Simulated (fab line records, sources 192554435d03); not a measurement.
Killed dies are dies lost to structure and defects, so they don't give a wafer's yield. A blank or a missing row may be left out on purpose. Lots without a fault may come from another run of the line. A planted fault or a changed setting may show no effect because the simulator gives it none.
Split-lot experiment | flow n5_finfet | 7 lots, 39 wafers read, on a route of 1938 steps

THE SPLIT
At N5_DUMMY_GATE_HM_DEP_06 (deposits SiNx from DCS/NH3, target thk 80 nm, time 5141 s), the setting time_s was moved away from the recipe's 5141 s on 30 of the 39 wafers read, by -10.9% to +9.5%. The other wafers ran this setting at the recipe's value.

The reading is taken at the split's own step.

THE READING
SiNx_of_DUMMY_GATE_HM_DEP_06.thk_nm (the simulator's own value, which no gauge read), in nm, at N5_DUMMY_GATE_HM_DEP_06 (deposits SiNx from DCS/NH3, target thk 80 nm, time 5141 s). The file gives no usual value for it. The 9 wafers here that ran the recipe average 79.8 nm, standard deviation 0.56 nm.

wafer  | tool, chamber at the split | time_s as run, s | against the recipe | SiNx_of_DUMMY_GATE_HM_DEP_06.thk_nm, nm | against lot-mates on the recipe
L077.1 | -, -                       | 5630             | +9.5%              | 87                                      | no lot-mate on the recipe
L077.6 | -, -                       | 5630             | +9.5%              | 87                                      | no lot-mate on the recipe
L077.2 | -, -                       | 5630             | +9.5%              | 86.6                                    | no lot-mate on the recipe
L077.3 | -, -                       | 5630             | +9.5%              | 86.4                                    | no lot-mate on the recipe
L077.5 | -, -                       | 5630             | +9.5%              | 86.4                                    | no lot-mate on the recipe
L077.4 | -, -                       | 5630             | +9.5%              | 87.2                                    | no lot-mate on the recipe
L079.1 | -, -                       | 4582             | -10.9%             | 69.2                                    | no lot-mate on the recipe
L079.4 | -, -                       | 4582             | -10.9%             | 69.2                                    | no lot-mate on the recipe
L079.2 | -, -                       | 4582             | -10.9%             | 69                                      | no lot-mate on the recipe
L079.3 | -, -                       | 4582             | -10.9%             | 70                                      | no lot-mate on the recipe
L079.5 | -, -                       | 4582             | -10.9%             | 69.8                                    | no lot-mate on the recipe
L079.6 | -, -                       | 4582             | -10.9%             | 69.6                                    | no lot-mate on the recipe
L081.1 | -, -                       | 5359             | +4.2%              | 83.6                                    | no lot-mate on the recipe
L081.3 | -, -                       | 5359             | +4.2%              | 83.6                                    | no lot-mate on the recipe
L081.2 | -, -                       | 5359             | +4.2%              | 83.4                                    | no lot-mate on the recipe
L081.6 | -, -                       | 5359             | +4.2%              | 83.4                                    | no lot-mate on the recipe
L081.4 | -, -                       | 5359             | +4.2%              | 83                                      | no lot-mate on the recipe
L081.5 | -, -                       | 5359             | +4.2%              | 82.8                                    | no lot-mate on the recipe
L086.1 | -, -                       | 5141             | recipe             | 79.6                                    | -
L086.2 | -, -                       | 5141             | recipe             | 79.8                                    | -
L086.3 | -, -                       | 5141             | recipe             | 80.4                                    | -
L086.5 | -, -                       | 5141             | recipe             | 80.4                                    | -
L086.6 | -, -                       | 5141             | recipe             | 80.4                                    | -
L086.4 | -, -                       | 5141             | recipe             | 80.2                                    | -
L089.1 | -, -                       | 4739             | -7.8%              | 73.4                                    | no lot-mate on the recipe
L089.2 | -, -                       | 4739             | -7.8%              | 73.4                                    | no lot-mate on the recipe
L089.3 | -, -                       | 4739             | -7.8%              | 73.4                                    | no lot-mate on the recipe
L089.4 | -, -                       | 4739             | -7.8%              | 73.4                                    | no lot-mate on the recipe
L089.6 | -, -                       | 4739             | -7.8%              | 73.4                                    | no lot-mate on the recipe
L089.5 | -, -                       | 4739             | -7.8%              | 73.8                                    | no lot-mate on the recipe
L091.1 | -, -                       | 4638             | -9.8%              | 72                                      | no lot-mate on the recipe
L091.2 | -, -                       | 4638             | -9.8%              | 72                                      | no lot-mate on the recipe
L091.4 | -, -                       | 4638             | -9.8%              | 72                                      | no lot-mate on the recipe
L091.3 | -, -                       | 4638             | -9.8%              | 71.8                                    | no lot-mate on the recipe
L091.5 | -, -                       | 4638             | -9.8%              | 71.8                                    | no lot-mate on the recipe
L091.6 | -, -                       | 4638             | -9.8%              | 72.4                                    | no lot-mate on the recipe
L092.1 | lpcvd-02, 1/15             | 5141             | recipe             | 78.8                                    | -
L092.2 | lpcvd-02, 1/20             | 5141             | recipe             | 79.2                                    | -
L092.3 | lpcvd-02, 1/25             | 5141             | recipe             | 79.4                                    | -

THE FIT
A straight line over all 39 wafers: SiNx_of_DUMMY_GATE_HM_DEP_06.thk_nm changes by +0.821 nm for each +1% of time_s; r = +0.99; the points scatter about the line by 0.7 nm.
Too few moved wafers have a lot-mate on the recipe to fit a line with each lot's own level taken away.

THE FILE'S OWN FIT
SiNx_of_DUMMY_GATE_HM_DEP_06.thk_nm changes by +0.821 nm for each +1% of time_s, r = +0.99.
